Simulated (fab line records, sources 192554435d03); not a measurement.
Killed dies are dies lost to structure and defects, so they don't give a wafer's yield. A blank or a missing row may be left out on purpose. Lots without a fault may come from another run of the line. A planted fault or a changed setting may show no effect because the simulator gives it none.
A struck lot beside a sound one | flow n5_finfet | 16 steps out of a route of 1938
Sound: wafers L772.1, L772.2, L772.5. Struck: wafers L779.3, L779.5. (L779.2 of the same lot was not struck and is left out.) The cause comes at the end.
At each step with rows: each side's tool, then ch and its chambers, then its first start. Under that, the readings that differ: sound wafers | struck wafers | difference of the means | sigmas: that difference in standard deviations of wafers without a fault.
alike: readings whose means differ by less than 2 such deviations, and words and numbers that are the same on both sides. not compared: withheld readings, readings that some wafer has no value for, bounds like >300 that may hide the same value, and numbers for which the record gives no deviation and whose values overlap.
The two part at a step that has a row with sigmas, a row that says differs or no value, or rows on one side only. Numbers that don't overlap but have no deviation are shown without sigmas and don't part them. A reading that every wafer of one side lacks parts them only if that side has two wafers or more.

first, 7 steps without rows for these wafers: N5_SDB_COAT_04 (time 60 s, resist thk 18 nm); N5_SDB_COAT_05 (resist thk 90 nm); N5_SDB_EBR_07; N5_SDB_SOFTBAKE_06 (time 60 s); N5_SDB_EXPOSE_08 (exposes mask SDB); N5_SDB_PEB_09 (peb time 60 s); N5_SDB_DEVELOP_10 (develop time 30 s).
N5_SDB_CD_MEAS_11: target cd 50 nm.
  sound on cd_sem-02 ch 0, day 5 21:12; struck on cd_sem-02 ch 0, day 7 10:03
  alike: cd_nm
N5_SDB_OVL_MEAS_12:
  sound on overlay-01 ch 0, day 5 21:14; struck on overlay-01 ch 0, day 7 10:05
  alike: SDB_OVL
N5_SDB_INSPECT_13: inspects for defects (brightfield).
  sound on defect_inspect-01, day 5 21:16; struck on defect_inspect-02, day 7 10:06
  alike: raw_defect_count
N5_SDB_DESCUM_16: chemistry O2, time 7.9 s.
  sound on rie_diel-06 ch 1,3, day 5 21:17; struck on rie_diel-06 ch 0,1, day 7 10:14
  alike: drypump_motor_current_A, oes_product_au, rf_vpp_V, showerhead_plenum_p_Torr, throttle_valve_pct
  not compared: rf_hours_counter_h
N5_SDB_ETCH_17: etches SiARC in CF4, target depth 23.4 nm, time 39 s.
  sound on rie_diel-06 ch 1,3, day 5 21:20; struck on rie_diel-06 ch 0,1, day 7 10:17
  alike: cf4_flow_sccm, drypump_motor_current_A, etch_rf_on_time_s, oes_product_au, rf_vpp_V, showerhead_plenum_p_Torr, throttle_valve_pct
  not compared: rf_hours_counter_h
N5_SDB_ETCH_18: etches SOC in N2/H2, target depth 100 nm, overetch 20 nm, time 150 s.
  sound on rie_diel-06 ch 1,3, day 5 21:22; struck on rie_diel-06 ch 0,1, day 7 10:19
  reading                                | sound      | struck  | difference | sigmas
  model.SiARC_of_SDB_COAT_04.thk_nm (nm) | 13 12.8 13 | 12 11.8 | -1         |
  alike: drypump_motor_current_A, oes_product_au, rf_vpp_V, showerhead_plenum_p_Torr, throttle_valve_pct
  not compared: rf_hours_counter_h
then, 1 step without rows for these wafers: N5_SDB_STRIP_19 (strips in N2/H2).
-- the record jumps here: 4 days lie between the struck wafers' starts before and after (it left off in module SDB and takes up again in module BEOL_M4, whose first step shown is number 1111 of the route) --
N5_BEOL_M4_RC_MEAS_101:
  sound on prober-01 ch 0, day 9 17:50; struck on prober-01 ch 0, day 11 15:26
  alike: DIBL_N, DIBL_P, IOFF_N, IOFF_P, ION_N, ION_P, SS_N, SS_P, VT_N, VT_P
-- the record jumps here: 4 days lie between the struck wafers' starts before and after (it left off in module BEOL_M4 and takes up again in module PASSIVATION, whose first step shown is number 1936 of the route) --
N5_PASSIVATION_PROBE_49:
  sound on prober-02, day 14 01:55; struck on prober-01, day 15 20:48
  reading         | sound  | struck | difference | sigmas
  killed_at_M4_up | 8 4 12 | 24 15  | +12        | +2
  alike: defect_limited_yield, killed_at_M0_to_M3, killed_at_contacts, killed_at_front_end, killed_at_other, killed_dies, killed_open, killed_short, sort_bin_5_function, sort_bin_6_memory, sort_bin_8_speed, sort_n_pass, sort_yield_pct

WHERE THEY PART
Only at N5_PASSIVATION_PROBE_49, within this record.

WHY: what the simulator had put in
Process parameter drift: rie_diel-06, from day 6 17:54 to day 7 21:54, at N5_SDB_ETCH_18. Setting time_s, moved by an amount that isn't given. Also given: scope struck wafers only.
